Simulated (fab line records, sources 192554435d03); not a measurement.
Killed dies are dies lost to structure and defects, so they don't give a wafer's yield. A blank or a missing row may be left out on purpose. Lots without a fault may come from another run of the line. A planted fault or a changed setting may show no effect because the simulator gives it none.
Chamber matching | flow n5_finfet | N5_BEOL_M6_STRIP_67 on rie_diel-03: 4 sister chambers
The step strips in CF4. 16 wafers are shown with their chamber, then 8 later ones without.

WAFERS WITH THEIR CHAMBER
wafer  | chamber | drypump_motor_current_A (A) | showerhead_plenum_p_Torr (Torr) | oes_product_au (a.u.)
L076.2 | 3       | 6.0                         | 1.79                            | 0.75
L076.3 | 0       | 5.4                         | 1.88                            | 0.82
L076.5 | 3       | 6.0                         | 1.80                            | 0.74
L079.3 | 3       | 6.0                         | 1.79                            | 0.74
L079.4 | 2       | 5.6                         | 1.83                            | 0.85
L079.5 | 0       | 5.5                         | 1.87                            | 0.81
L081.2 | 2       | 5.6                         | 1.83                            | 0.85
L081.4 | 0       | 5.4                         | 1.87                            | 0.81
L081.5 | 1       | 6.1                         | 1.83                            | 0.86
L085.1 | 2       | 5.6                         | 1.82                            | 0.83
L085.2 | 0       | 5.5                         | 1.87                            | 0.80
L085.6 | 2       | 5.6                         | 1.82                            | 0.83
L083.1 | 0       | 5.5                         | 1.87                            | 0.80
L083.3 | 3       | 6.0                         | 1.79                            | 0.72
L083.4 | 1       | 6.1                         | 1.83                            | 0.86
L087.3 | 3       | 6.0                         | 1.79                            | 0.73

SIGNATURES (means of the wafers above)
reading                  | chamber 0 | chamber 1 | chamber 2 | chamber 3 | scatter within a chamber
drypump_motor_current_A  | 5.460     | 6.100     | 5.600     | 6.000     | 0.0316
showerhead_plenum_p_Torr | 1.8720    | 1.8300    | 1.8250    | 1.7920    | 0.00465
oes_product_au           | 0.8080    | 0.8600    | 0.8400    | 0.7360    | 0.01
Rule: a wafer's distance from a chamber is the root of the sum, over the readings, of the square of ((its reading less the chamber's mean) divided by the reading's scatter). The wafer belongs to the nearest chamber; if the next one is less than 2 further off, it can't be placed. The scatter: the root of (the sum of the squares of (reading less its chamber's mean) over the shown wafers, divided by (wafers less chambers)).

WAFERS WITHOUT THEIR CHAMBER
wafer  | drypump_motor_current_A (A) | showerhead_plenum_p_Torr (Torr) | oes_product_au (a.u.)
L087.4 | 5.6                         | 1.82                            | 0.82
L087.5 | 6.0                         | 1.79                            | 0.73
L086.3 | 5.6                         | 1.82                            | 0.82
L086.4 | 6.0                         | 1.79                            | 0.73
L086.5 | 6.1                         | 1.83                            | 0.86
L097.2 | 6.0                         | 1.78                            | 0.72
L097.4 | 6.1                         | 1.82                            | 0.83
L097.5 | 5.6                         | 1.82                            | 0.80

WHICH CHAMBER EACH WENT THROUGH
wafer  | from the rows above | in truth
L087.4 | 2                   | 2
L087.5 | 3                   | 3
L086.3 | 2                   | 2
L086.4 | 3                   | 3
L086.5 | 1                   | 1
L097.2 | 3                   | 3
L097.4 | 1                   | 1
L097.5 | 2                   | 2
Placed correctly: 8 of 8. Can't be placed from these rows: 0. Placed wrongly: 0.
